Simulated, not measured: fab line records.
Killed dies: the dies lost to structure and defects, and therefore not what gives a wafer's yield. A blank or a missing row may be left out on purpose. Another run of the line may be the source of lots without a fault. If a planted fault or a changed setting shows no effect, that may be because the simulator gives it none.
A lot that was struck, set against a sound lot    flow n5_finfet    18 out of 1938 route steps
Sound: these wafers, L688.3, L688.4, L688.5. Struck: wafer L692.2 (left out: L692.5, a lot-mate that was not struck); the cause follows at the end.
Order at every step that has rows: each side's tool, ch and its chambers, its first start. Under that, the readings that differ: sound wafers    struck wafers    difference of the means    sigmas: that difference in standard deviations of wafers without a fault.
alike: a reading whose means differ by less than 2 such deviations, as well as words and numbers matching on both sides. not compared: withheld readings; readings where some wafer has no value; bounds like >300 that might hide an equal value; numbers whose values overlap and for which the record gives no deviation.
Wherever a step has rows on one side only, a row that says differs or no value, or a row with sigmas, the two part there. Numbers that don't overlap but have no deviation are shown without sigmas and don't part them. A reading missing from all wafers of one side parts the sides only when that side holds two or more wafers.

first, 9 steps without rows for these wafers: N5_BEOL_M4_COAT_61 (time 60 s, resist thk 60 nm); N5_BEOL_M4_COAT_62 (time 60 s, resist thk 12 nm); N5_BEOL_M4_COAT_73 (time 60 s, resist thk 5 nm); N5_BEOL_M4_COAT_05 (resist thk 30 nm); N5_BEOL_M4_EBR_07; N5_BEOL_M4_SOFTBAKE_06 (time 60 s); N5_BEOL_M4_EXPOSE_08 (exposes mask M4); N5_BEOL_M4_PEB_09 (peb time 60 s); N5_BEOL_M4_DEVELOP_10 (develop time 30 s).
N5_BEOL_M4_CD_MEAS_11: target cd 16.79 nm.
  sound on cd_sem-03 ch 0, day 7 12:59; struck on cd_sem-02 ch 0, day 9 02:27
  alike: cd_nm
N5_BEOL_M4_OVL_MEAS_12:
  sound on overlay-02 ch 0, day 7 13:01; struck on overlay-02 ch 0, day 9 02:29
  alike: M4_OVL
N5_BEOL_M4_INSPECT_13: inspects for defects (brightfield).
  sound on defect_inspect-01 at day 7 13:04; struck on defect_inspect-01 at day 9 02:32
  alike: raw_defect_count
N5_BEOL_M4_DESCUM_16: chemistry O2, time 7 s.
  sound on rie_diel-04 ch 0,1,2, day 7 13:10; struck on rie_diel-04 ch 2, day 9 02:38
reading                                       sound     struck  difference  sigmas
model.CAR-EUV_of_BEOL_M4_COAT_05.thk_nm (nm)  26 26 26  26.8    +0.8        
  alike: drypump_motor_current_A, oes_product_au, rf_vpp_V, showerhead_plenum_p_Torr, throttle_valve_pct
  not compared: rf_hours_counter_h
N5_BEOL_M4_ETCH_74: etches underlayer in N2/H2, target depth 6.5 nm, time 5.2 s.
  sound on rie_diel-04 ch 0,1,2, day 7 13:12; struck on rie_diel-04 ch 2, day 9 02:41
reading     sound              struck  difference  sigmas
bias_w (W)  150.6 150.8 149.9  149.4   -1.0        -2
  alike: drypump_motor_current_A, etch_rf_on_time_s, oes_product_au, rf_vpp_V, showerhead_plenum_p_Torr, throttle_valve_pct
  not compared: rf_hours_counter_h
N5_BEOL_M4_ETCH_63: etches SiARC in CF4, target depth 15.6 nm, time 26 s.
  sound on rie_diel-04 ch 0,1,2, day 7 13:13; struck on rie_diel-04 ch 2, day 9 02:41
reading                                       sound       struck  difference  sigmas
model.CAR-EUV_of_BEOL_M4_COAT_05.thk_nm (nm)  11.2 11 11  12      +1          
  alike: bias_w, drypump_motor_current_A, etch_rf_on_time_s, oes_product_au, rf_vpp_V, showerhead_plenum_p_Torr, throttle_valve_pct
  not compared: rf_hours_counter_h
N5_BEOL_M4_ETCH_64: etches SOC in N2/H2, target depth 75 nm, overetch 22.5 nm, time 121.9 s.
  sound on rie_diel-04 ch 0,1,2, day 7 13:14; struck on rie_diel-04 ch 2, day 9 02:43
  alike: bias_w, drypump_motor_current_A, oes_product_au, rf_vpp_V, showerhead_plenum_p_Torr, throttle_valve_pct
  not compared: rf_hours_counter_h
N5_BEOL_M4_RC_MEAS_101:
  sound on prober-01 ch 0, day 8 08:31; struck on prober-01 ch 0, day 9 10:05
reading         sound           struck  difference  sigmas
DIBL_P (mV/V)   39.2 38.6 38.3  34.3    -4.4        -2
IOFF_N (nA/um)  0.22 0.21 0.21  0.14    -0.07       -2
ION_N (uA/um)   690 687 696     667     -24         -2
VT_N (mV)       241 243 243     249     +7          +2
  alike: DIBL_N, IOFF_P, ION_P, SS_N, SS_P, VT_P
-- here the record skips 4 days between the struck wafers' starts before and after, leaving off in module BEOL_M4 and picking up in module PASSIVATION (first step shown: number 1936 of the route) --
N5_PASSIVATION_PROBE_49:
  sound on prober-01 at day 12 13:04; struck on prober-01 at day 13 15:14
  alike: defect_limited_yield, killed_at_M0_to_M3, killed_at_M4_up, killed_at_contacts, killed_at_front_end, killed_at_other, killed_dies, killed_on_rim, killed_open, killed_short, sort_bin_5_function, sort_bin_6_memory, sort_n_pass, sort_yield_pct

WHERE THEY PART
First at N5_BEOL_M4_ETCH_74; last, within this record, at N5_BEOL_M4_RC_MEAS_101. Later steps at which nothing parts them and some readings are alike: N5_PASSIVATION_PROBE_49.

WHY: what the simulator had put in
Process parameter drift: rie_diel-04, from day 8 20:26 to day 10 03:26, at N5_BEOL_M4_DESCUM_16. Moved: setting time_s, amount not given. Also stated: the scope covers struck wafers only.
